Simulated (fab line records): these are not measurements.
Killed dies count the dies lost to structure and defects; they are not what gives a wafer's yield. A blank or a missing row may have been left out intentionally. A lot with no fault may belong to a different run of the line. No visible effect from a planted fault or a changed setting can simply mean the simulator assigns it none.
What tool caused it?	flow n5_finfet	30 wafers sampled from 10 lots at 1 step of a route of 1938

== WHAT THE GAUGES READ, wafer by wafer ==
N5_WELL_APT_INSPECT_27: inspects for defects (macro).
lot	measured	on	raw_defect_count
L076	day 2 02:51	defect_inspect-02	0 0 2
L078	day 2 14:48	defect_inspect-02	3 2 2
L080	day 3 03:08	defect_inspect-01	1 3 7
L082	day 3 15:03	defect_inspect-01	5 0 2
L085	day 4 09:10	defect_inspect-01	1 3 3
L087	day 4 21:00	defect_inspect-02	2 1 3
L089	day 5 08:47	defect_inspect-01	1 1 1
L091	day 5 21:11	defect_inspect-01	1 2 3
L093	day 6 09:23	defect_inspect-01	3 1 0
L097	day 7 09:02	defect_inspect-01	1 3 0

== EACH LOT AND THE TOOL THAT RAN IT (in order: tool; ch and the chambers of the sampled wafers; start) ==
Record: no process step prior to these readings.

== THE ANSWER, worked out from the rows above alone ==
Rule: usual is defined by the lots themselves. Put in order of their means at a reading, lots are off if they are a third of the lots or fewer, leave a main group of 4 or more, and stand apart from it by a gap of 3 or more times the standard deviation of the main group's means; of several such gaps the widest counts. A main group is skipped when, at the precision printed for the reading in the tables above, its means are all equal. Also off: a lot with no number at a reading for which 4 or more lots have one. Any other lot the step has rows for is counted as sound.
None of the lots is off at any reading shown; this tells nothing.

== WHAT THE SIMULATOR PUT IN ==
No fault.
